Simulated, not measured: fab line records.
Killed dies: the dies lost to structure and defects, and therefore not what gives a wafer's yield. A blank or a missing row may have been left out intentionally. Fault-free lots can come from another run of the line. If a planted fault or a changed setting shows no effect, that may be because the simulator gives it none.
Matching of chambers | flow n5 finfet | 4 sister chambers for N5_DUMMY_GATE_ETCH_44 on rie si-05
The step etches poly-Si in HBr/O2, stops on SiO2, target depth 127.5 nm. 8 wafers are shown with their chamber, then 9 later ones without.

WAFERS, EACH WITH ITS CHAMBER
wafer  | chamber | drypump motor current A (A) | throttle valve pct (%)
L082.6 | 2       | 5.1                         | 18.02
L084.4 | 3       | 6.3                         | 18.53
L084.6 | 1       | 5.2                         | 18.14
L088.1 | 3       | 6.3                         | 18.50
L088.5 | 1       | 5.3                         | 18.15
L092.2 | 2       | 5.1                         | 18.04
L092.4 | 0       | 5.5                         | 18.65
L092.6 | 0       | 5.5                         | 18.65

WAFERS WHOSE CHAMBER IS MISSING
wafer  | drypump motor current A (A) | throttle valve pct (%)
L094.2 | 5.1                         | 18.01
L094.3 | 6.3                         | 18.53
L094.5 | 5.1                         | 18.02
L095.1 | 5.5                         | 18.64
L095.2 | 6.3                         | 18.52
L095.4 | 5.1                         | 18.01
L097.1 | 5.1                         | 18.03
L097.4 | 5.2                         | 18.15
L097.5 | 5.1                         | 18.03

THE CHAMBER EACH PASSED THROUGH
wafer  | from the rows above | in truth
L094.2 | 2                   | 2
L094.3 | 3                   | 3
L094.5 | 2                   | 2
L095.1 | 0                   | 0
L095.2 | 3                   | 3
L095.4 | 2                   | 2
L097.1 | 2                   | 2
L097.4 | 1                   | 1
L097.5 | 2                   | 2
Placed correctly: 9 of 9. Not placeable from these rows: 0. Number placed wrongly: 0.
How it was worked out, from the rows above alone: a wafer's distance from a chamber is the root of the sum, over the readings, of the square of ((its reading less the chamber's mean) divided by the reading's scatter). The wafer belongs to the nearest chamber; if the next one is less than 2 further off, it can't be placed. For every chamber, the mean is computed from those of its wafers that are shown. The scatter: the root of (the sum of the squares of (reading less its chamber's mean) over the shown wafers, divided by (wafers less chambers)).
